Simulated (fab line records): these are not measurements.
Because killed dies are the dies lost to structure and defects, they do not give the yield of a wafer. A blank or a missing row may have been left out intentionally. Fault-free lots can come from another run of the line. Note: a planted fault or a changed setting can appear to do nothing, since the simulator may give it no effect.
Which tool is to blame? | flow n5Finfet | 24 lots with 72 wafers sampled at 6 steps, on a route of 1938 steps

WHAT THE GAUGES READ, wafer by wafer
N5_BEOL_M3_RS_MEAS_58: uses a four-point probe to measure.
lot  | measured     | on           | M3_RS (ohm/sq)
L075 | day 8 03:07  | filmMetro-02 | 0.67 0.66 0.63
L074 | day 7 19:34  | filmMetro-02 | 0.70 0.71 0.67
L076 | day 8 01:12  | filmMetro-01 | 0.71 0.75 0.74
L077 | day 8 10:21  | filmMetro-01 | 0.74 0.79 0.73
L078 | day 8 12:52  | filmMetro-02 | 0.68 0.69 0.65
L079 | day 8 21:30  | filmMetro-01 | 0.72 0.64 0.68
L080 | day 9 02:40  | filmMetro-02 | 0.66 0.72 0.65
L081 | day 9 18:01  | filmMetro-02 | 0.70 0.64 0.64
L082 | day 9 19:52  | filmMetro-02 | 0.73 0.66 0.66
L083 | day 9 18:31  | filmMetro-01 | 0.68 0.68 0.64
L084 | day 10 01:58 | filmMetro-02 | 0.71 0.66 0.69
L085 | day 10 05:48 | filmMetro-02 | 0.74 0.74 0.65
L086 | day 10 18:14 | filmMetro-02 | 0.72 0.67 0.66
L088 | day 10 20:38 | filmMetro-01 | 0.68 0.64 0.67
L087 | day 11 04:04 | filmMetro-01 | 0.71 0.69 0.72
L091 | day 11 06:25 | filmMetro-02 | 0.71 0.69 0.66
L089 | day 11 11:13 | filmMetro-01 | 0.63 0.67 0.63
L090 | day 11 09:22 | filmMetro-02 | 0.73 0.69 0.69
L092 | day 11 19:04 | filmMetro-01 | 0.77 0.74 0.67
L093 | day 12 07:22 | filmMetro-02 | 0.73 0.68 0.62
L094 | day 12 15:30 | filmMetro-01 | 0.63 0.64 0.59
L095 | day 12 18:20 | filmMetro-01 | 0.68 0.73 0.68
L097 | day 13 05:37 | filmMetro-01 | 0.69 0.68 0.71
L096 | day 13 14:09 | filmMetro-01 | 0.73 0.71 0.71

EACH LOT AND THE TOOL THAT RAN IT (in order: tool; ch and the chambers of the sampled wafers; start)
lot  | N5_BEOL_M3_ETCH_77                | N5_BEOL_M3_ETCH_41                           | N5_BEOL_M3_SURFACE_TREAT_85 | N5_BEOL_M3_ANNEAL_91        | N5_BEOL_M3_CO_CAP_55
L075 | rieDiel-05 ch 1,2, day 7 07:31    | rieDiel-01 ch 1,2, day 7 21:43 or earlier    | pvdSputter-02, day 7 21:43  | pvdSputter-03, day 8 01:23  | cvdCo-02 ch 0,1, day 8 02:53
L074 | rieDiel-04 ch 0,2, day 7 11:30    | rieDiel-04 ch 0,2,3, day 7 16:26 or earlier  | pvdSputter-02, day 7 16:26  | pvdSputter-02, day 7 17:56  | cvdCo-02 ch 0,1, day 7 19:23
L076 | rieDiel-05 ch 0,2,3, day 7 15:35  | rieDiel-04 ch 0,3, day 7 21:39 or earlier    | pvdSputter-02, day 7 21:39  | pvdSputter-03, day 7 23:33  | cvdCo-02 ch 0,2, day 8 00:59
L077 | rieDiel-04 ch 0,1,3, day 8 03:29  | rieDiel-04 ch 1,2,3, day 8 07:00 or earlier  | pvdSputter-02, day 8 07:00  | pvdSputter-02, day 8 08:43  | cvdCo-02 ch 0,1,2, day 8 10:10
L078 | rieDiel-04 ch 0,2,3, day 8 04:13  | rieDiel-05 ch 0,1,3, day 8 07:56 or earlier  | pvdSputter-01, day 8 07:56  | pvdSputter-02, day 8 10:34  | cvdCo-02 ch 0,1,2, day 8 12:40
L079 | rieDiel-01 ch 1,2,3, day 8 12:08  | rieDiel-04 ch 0,1,2, day 8 16:26 or earlier  | pvdSputter-01, day 8 16:26  | pvdSputter-01, day 8 19:49  | cvdCo-02 ch 0,1, day 8 21:19
L080 | rieDiel-05 ch 1,2,3, day 8 17:05  | rieDiel-05 ch 1,2, day 8 22:34 or earlier    | pvdSputter-03, day 8 22:34  | pvdSputter-02, day 9 01:02  | cvdCo-02 ch 0,1,2, day 9 02:28
L081 | rieDiel-04 ch 2,3, day 9 06:58    | rieDiel-01 ch 1,3, day 9 14:53 or earlier    | pvdSputter-01, day 9 14:53  | pvdSputter-02, day 9 16:22  | cvdCo-02 ch 0,1,2, day 9 17:49
L082 | rieDiel-04 ch 0,1,2, day 9 07:20  | rieDiel-05 ch 0,3, day 9 15:25 or earlier    | pvdSputter-01, day 9 15:25  | pvdSputter-02, day 9 18:12  | cvdCo-02 ch 0,1, day 9 19:39
L083 | rieDiel-01 ch 1,2, day 9 11:45    | rieDiel-04 ch 1,2, day 9 15:23 or earlier    | pvdSputter-01, day 9 15:23  | pvdSputter-01, day 9 16:48  | cvdCo-01 ch 0,2, day 9 18:16
L084 | rieDiel-05 ch 0,1,2, day 9 15:56  | rieDiel-05 ch 0,1,2, day 9 22:15 or earlier  | pvdSputter-03, day 9 22:15  | pvdSputter-02, day 10 00:00 | cvdCo-02 ch 1,2, day 10 01:46
L085 | rieDiel-04 ch 0,2,3, day 9 19:16  | rieDiel-01 ch 1,2,3, day 10 02:41 or earlier | pvdSputter-01, day 10 02:41 | pvdSputter-01, day 10 04:08 | cvdCo-01 ch 0,1,2, day 10 05:35
L086 | rieDiel-05 ch 0,1, day 10 12:40   | rieDiel-04 ch 0,3, day 10 15:11 or earlier   | pvdSputter-01, day 10 15:11 | pvdSputter-01, day 10 16:37 | cvdCo-02 ch 0,1, day 10 18:03
L088 | rieDiel-04 ch 0,2, day 10 12:46   | rieDiel-01 ch 1,2, day 10 17:37 or earlier   | pvdSputter-03, day 10 17:37 | pvdSputter-03, day 10 19:01 | cvdCo-01 ch 1,2, day 10 20:27
L087 | rieDiel-04 ch 0,2,3, day 10 13:06 | rieDiel-05 ch 1,2, day 10 23:09 or earlier   | pvdSputter-03, day 10 23:09 | pvdSputter-03, day 11 02:19 | cvdCo-02 ch 0,2, day 11 03:52
L091 | rieDiel-05 ch 0,1,2, day 10 23:26 | rieDiel-01 ch 1,2,3, day 11 03:14 or earlier | pvdSputter-01, day 11 03:14 | pvdSputter-01, day 11 04:46 | cvdCo-01 ch 0,1,2, day 11 06:14
L089 | rieDiel-04 ch 2,3, day 10 23:46   | rieDiel-05 ch 1,2, day 11 07:58 or earlier   | pvdSputter-02, day 11 07:58 | pvdSputter-03, day 11 09:35 | cvdCo-02 ch 0,2, day 11 11:02
L090 | rieDiel-01 ch 1,2,3, day 11 03:01 | rieDiel-01 ch 1,2,3, day 11 06:20 or earlier | pvdSputter-03, day 11 06:20 | pvdSputter-03, day 11 07:45 | cvdCo-02 ch 1,2, day 11 09:11
L092 | rieDiel-04 ch 1,3, day 11 09:49   | rieDiel-01 ch 1,3, day 11 16:02 or earlier   | pvdSputter-01, day 11 16:02 | pvdSputter-02, day 11 17:26 | cvdCo-02 ch 0,1,2, day 11 18:53
L093 | rieDiel-05 ch 0,3, day 11 18:13   | rieDiel-04 ch 1,3, day 12 04:19 or earlier   | pvdSputter-01, day 12 04:19 | pvdSputter-01, day 12 05:44 | cvdCo-02 ch 0,1, day 12 07:11
L094 | rieDiel-05 ch 1,2,3, day 11 20:10 | rieDiel-05 ch 0,1,2, day 12 12:08 or earlier | pvdSputter-01, day 12 12:08 | pvdSputter-01, day 12 13:47 | cvdCo-02 ch 0,1,2, day 12 15:19
L095 | rieDiel-05 ch 1,2, day 12 12:20   | rieDiel-05 ch 0,1, day 12 15:07 or earlier   | pvdSputter-01, day 12 15:07 | pvdSputter-02, day 12 16:43 | cvdCo-02 ch 1,2, day 12 18:10
L097 | rieDiel-05 ch 0,1, day 12 23:31   | rieDiel-04 ch 0,1,3, day 13 02:21 or earlier | pvdSputter-03, day 13 02:21 | pvdSputter-03, day 13 03:59 | cvdCo-02 ch 1,2, day 13 05:26
L096 | rieDiel-01 ch 0,1, day 13 04:29   | rieDiel-01 ch 2,3, day 13 11:05 or earlier   | pvdSputter-01, day 13 11:05 | pvdSputter-02, day 13 12:32 | cvdCo-02 ch 0,1, day 13 13:58
- N5_BEOL_M3_ETCH_77: etches underlayer in N2/H2, target depth 6.5 nm, time 5.2 s.
- N5_BEOL_M3_ETCH_41: etches SiCN in CH3F/O2, target depth 29.9 nm, time 52.5 s.
- N5_BEOL_M3_SURFACE_TREAT_85
- N5_BEOL_M3_ANNEAL_91: time 240 s.
- N5_BEOL_M3_CO_CAP_55: material Co, precursor CCTBA/H2, target thk 2 nm, time 102.1 s.

WHAT THE TOOLS THEMSELVES READ (means of the sampled wafers that have a number; where no wafer has one, the mark that the record gives instead)
N5_BEOL_M3_ETCH_77.
lot  | tool       | drypumpMotorCurrentA (A) | etchRfOnTimeS (s) | oesProductAu (a.u.) | rfVppV (V) | showerheadPlenumPTorr (Torr) | throttleValvePct (%)
L075 | rieDiel-05 | 5.8                      | 5.15              | 0.68                | 523        | 2.49                         | 17.92
L074 | rieDiel-04 | 5.4                      | 5.09              | 0.77                | 528        | 2.65                         | 17.42
L076 | rieDiel-05 | 5.8                      | 5.22              | 0.70                | 526        | 2.60                         | 17.96
L077 | rieDiel-04 | 5.6                      | 5.13              | 0.66                | 525        | 2.53                         | 17.80
L078 | rieDiel-04 | 5.5                      | 5.12              | 0.69                | 524        | 2.53                         | 17.62
L079 | rieDiel-01 | 5.8                      | 5.26              | 0.68                | 522        | 2.49                         | 17.71
L080 | rieDiel-05 | 5.9                      | 5.10              | 0.66                | 523        | 2.55                         | 17.96
L081 | rieDiel-04 | 5.7                      | 5.08              | 0.80                | 529        | 2.70                         | 17.48
L082 | rieDiel-04 | 5.5                      | 5.06              | 0.72                | 527        | 2.64                         | 17.62
L083 | rieDiel-01 | 5.6                      | 5.23              | 0.69                | 523        | 2.46                         | 17.81
L084 | rieDiel-05 | 5.8                      | 5.26              | 0.69                | 526        | 2.54                         | 17.94
L085 | rieDiel-04 | 5.5                      | 5.05              | 0.73                | 526        | 2.63                         | 17.53
L086 | rieDiel-05 | 6.1                      | 5.28              | 0.69                | 523        | 2.49                         | 17.86
L088 | rieDiel-04 | 5.3                      | 5.06              | 0.68                | 524        | 2.57                         | 17.56
L087 | rieDiel-04 | 5.5                      | 5.10              | 0.73                | 526        | 2.63                         | 17.53
L091 | rieDiel-05 | 5.8                      | 5.31              | 0.69                | 523        | 2.54                         | 17.95
L089 | rieDiel-04 | 5.6                      | 5.10              | 0.76                | 528        | 2.69                         | 17.42
L090 | rieDiel-01 | 5.8                      | 5.21              | 0.67                | 520        | 2.48                         | 17.76
L092 | rieDiel-04 | 5.8                      | 5.08              | 0.73                | 528        | 2.69                         | 17.77
L093 | rieDiel-05 | 6.0                      | 5.37              | 0.69                | 526        | 2.60                         | 17.90
L094 | rieDiel-05 | 5.9                      | 5.15              | 0.64                | 524        | 2.54                         | 17.99
L095 | rieDiel-05 | 5.8                      | 5.17              | 0.66                | 522        | 2.48                         | 17.97
L097 | rieDiel-05 | 6.0                      | 5.29              | 0.67                | 522        | 2.49                         | 17.90
L096 | rieDiel-01 | 6.2                      | 5.26              | 0.64                | 524        | 2.51                         | 17.79

N5_BEOL_M3_ETCH_41.
lot  | tool       | drypumpMotorCurrentA (A) | oesProductAu (a.u.) | rfVppV (V) | showerheadPlenumPTorr (Torr) | throttleValvePct (%)
L075 | rieDiel-01 | 5.5                      | 0.83                | 296.2      | 1.95                         | 16.28
L074 | rieDiel-04 | 5.5                      | 0.80                | 296.3      | 2.01                         | 16.23
L076 | rieDiel-04 | 5.5                      | 0.71                | 296.1      | 1.92                         | 16.42
L077 | rieDiel-04 | 5.7                      | 0.82                | 298.3      | 2.04                         | 16.22
L078 | rieDiel-05 | 6.1                      | 0.82                | 297.9      | 2.02                         | 16.31
L079 | rieDiel-04 | 5.5                      | 0.85                | 299.1      | 2.08                         | 16.16
L080 | rieDiel-05 | 5.6                      | 0.79                | 296.9      | 1.99                         | 16.45
L081 | rieDiel-01 | 6.1                      | 0.79                | 297.4      | 1.99                         | 16.21
L082 | rieDiel-05 | 6.1                      | 0.78                | 298.7      | 2.04                         | 16.28
L083 | rieDiel-04 | 5.7                      | 0.87                | 299.9      | 2.12                         | 16.17
L084 | rieDiel-05 | 5.8                      | 0.82                | 297.4      | 1.99                         | 16.36
L085 | rieDiel-01 | 5.8                      | 0.79                | 296.6      | 1.97                         | 16.28
L086 | rieDiel-04 | 5.5                      | 0.87                | 299.4      | 2.09                         | 16.15
L088 | rieDiel-01 | 5.9                      | 0.80                | 296.1      | 1.95                         | 16.19
L087 | rieDiel-05 | 5.6                      | 0.77                | 296.9      | 1.98                         | 16.48
L091 | rieDiel-01 | 5.8                      | 0.78                | 296.1      | 1.97                         | 16.30
L089 | rieDiel-05 | 5.6                      | 0.77                | 296.0      | 1.98                         | 16.48
L090 | rieDiel-01 | 5.8                      | 0.78                | 297.1      | 1.97                         | 16.30
L092 | rieDiel-01 | 6.1                      | 0.76                | 296.1      | 1.99                         | 16.26
L093 | rieDiel-04 | 5.7                      | 0.87                | 299.5      | 2.11                         | 16.16
L094 | rieDiel-05 | 5.8                      | 0.80                | 296.6      | 1.99                         | 16.39
L095 | rieDiel-05 | 6.0                      | 0.83                | 297.7      | 2.01                         | 16.30
L097 | rieDiel-04 | 5.5                      | 0.80                | 298.0      | 2.07                         | 16.25
L096 | rieDiel-01 | 5.4                      | 0.75                | 294.8      | 1.95                         | 16.47

N5_BEOL_M3_ANNEAL_91.
lot  | tool          | heaterPowerW (W)
L075 | pvdSputter-03 | 783
L074 | pvdSputter-02 | 768
L076 | pvdSputter-03 | 931
L077 | pvdSputter-02 | 754
L078 | pvdSputter-02 | 758
L079 | pvdSputter-01 | 847
L080 | pvdSputter-02 | 837
L081 | pvdSputter-02 | 836
L082 | pvdSputter-02 | 760
L083 | pvdSputter-01 | 798
L084 | pvdSputter-02 | 696
L085 | pvdSputter-01 | 833
L086 | pvdSputter-01 | 813
L088 | pvdSputter-03 | 826
L087 | pvdSputter-03 | 809
L091 | pvdSputter-01 | 808
L089 | pvdSputter-03 | 825
L090 | pvdSputter-03 | 798
L092 | pvdSputter-02 | 690
L093 | pvdSputter-01 | 830
L094 | pvdSputter-01 | 827
L095 | pvdSputter-02 | 836
L097 | pvdSputter-03 | 895
L096 | pvdSputter-02 | 841

N5_BEOL_M3_CO_CAP_55.
lot  | tool     | heaterPowerW (W)
L075 | cvdCo-02 | 228
L074 | cvdCo-02 | 230
L076 | cvdCo-02 | 239
L077 | cvdCo-02 | 236
L078 | cvdCo-02 | 236
L079 | cvdCo-02 | 221
L080 | cvdCo-02 | 237
L081 | cvdCo-02 | 233
L082 | cvdCo-02 | 218
L083 | cvdCo-01 | 236
L084 | cvdCo-02 | 241
L085 | cvdCo-01 | 223
L086 | cvdCo-02 | 230
L088 | cvdCo-01 | 214
L087 | cvdCo-02 | 227
L091 | cvdCo-01 | 225
L089 | cvdCo-02 | 238
L090 | cvdCo-02 | 241
L092 | cvdCo-02 | 233
L093 | cvdCo-02 | 227
L094 | cvdCo-02 | 233
L095 | cvdCo-02 | 246
L097 | cvdCo-02 | 245
L096 | cvdCo-02 | 227

THE ANSWER, worked out from the rows above alone
Rule: usual is defined by the lots themselves. Put in order of their means at a reading, lots are off if they are a third of the lots or fewer, leave a main group of 4 or more, and stand apart from it by a gap of 3 or more times the standard deviation of the main group's means; of several such gaps the widest counts. The tables above print the reading to a certain number of digits; a main group whose means all agree to those digits is not used. A lot without any number at a reading at which 4 lots or more have one is off too. All remaining lots with rows at the step are treated as sound. First the gauges in route order, then the tools' own readings, where a lot's mean is used as printed above. At the first step where some lot is off, the reading lying furthest off is the one used; lots without a number count as furthest.
Nothing can be told from this: no lot is off at any reading shown.

WHAT THE SIMULATOR HAD INSERTED
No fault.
